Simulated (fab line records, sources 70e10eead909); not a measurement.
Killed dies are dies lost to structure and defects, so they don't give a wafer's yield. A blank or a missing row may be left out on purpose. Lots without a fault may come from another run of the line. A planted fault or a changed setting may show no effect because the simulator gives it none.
Which tool did it? | flow nand_harc | 24 lots, 72 wafers sampled, at 1 step of a route of 1159

WHAT THE GAUGES READ, wafer by wafer
NHARC_A_SLIT_INSPECT_11.
lot  | measured     | on                | raw_defect_count
L074 | day 14 06:50 | defect_inspect-01 | 14 2 10
L075 | day 14 08:49 | defect_inspect-02 | 20 18 24
L076 | day 14 20:20 | defect_inspect-02 | 27 30 34
L077 | day 14 20:30 | defect_inspect-02 | 7 11 7
L079 | day 14 20:47 | defect_inspect-01 | 27 27 27
L078 | day 15 18:19 | defect_inspect-01 | 7 9 5
L081 | day 16 05:11 | defect_inspect-02 | 29 34 35
L080 | day 16 15:07 | defect_inspect-02 | 11 6 14
L083 | day 16 17:38 | defect_inspect-01 | 15 13 10
L082 | day 16 18:42 | defect_inspect-01 | 36 26 25
L084 | day 16 19:07 | defect_inspect-01 | 41 34 33
L088 | day 18 03:35 | defect_inspect-01 | 48 31 37
L086 | day 18 03:45 | defect_inspect-01 | 18 16 9
L087 | day 18 05:21 | defect_inspect-01 | 46 35 30
L085 | day 18 05:42 | defect_inspect-01 | 22 12 8
L090 | day 18 16:05 | defect_inspect-01 | 28 30 36
L089 | day 18 16:28 | defect_inspect-01 | 12 9 13
L091 | day 18 17:04 | defect_inspect-01 | 18 13 16
L092 | day 18 18:04 | defect_inspect-01 | 40 43 39
L094 | day 19 08:01 | defect_inspect-02 | 34 34 45
L093 | day 19 08:10 | defect_inspect-01 | 14 9 14
L095 | day 19 17:29 | defect_inspect-01 | 35 45 36
L096 | day 19 17:38 | defect_inspect-02 | 26 19 18
L097 | day 19 22:59 | defect_inspect-01 | 21 15 25

WHICH TOOL RAN EACH LOT (tool, then ch and the chambers of the sampled wafers, then the start)
The record holds no process step before these readings.

WHAT THE TOOLS THEMSELVES READ (means of the sampled wafers that have a number; where no wafer has one, the mark that the record gives instead)
The record holds no such reading with a usual standard deviation.

THE ANSWER, worked out from the rows above alone
Rule: what is usual is taken from the lots themselves. Put in order of their means at a reading, lots are off if they are a third of the lots or fewer, leave a main group of 4 or more, and stand apart from it by a gap of 3 or more times the standard deviation of the main group's means; of several such gaps the widest counts. A main group whose means are all the same, to the digits that the tables above print for the reading, isn't used. A lot without any number at a reading at which 4 lots or more have one is off too. The other lots that the step has rows for count as sound. The gauges are gone through in route order, then the tools' own readings, and for those a lot's mean is taken as printed above. The first step at which some lot is off is used, and at that step the reading that is off furthest; a lot without a number counts as furthest.
No lot is off at any reading shown: from this, nothing can be told.

WHAT THE SIMULATOR HAD PUT IN
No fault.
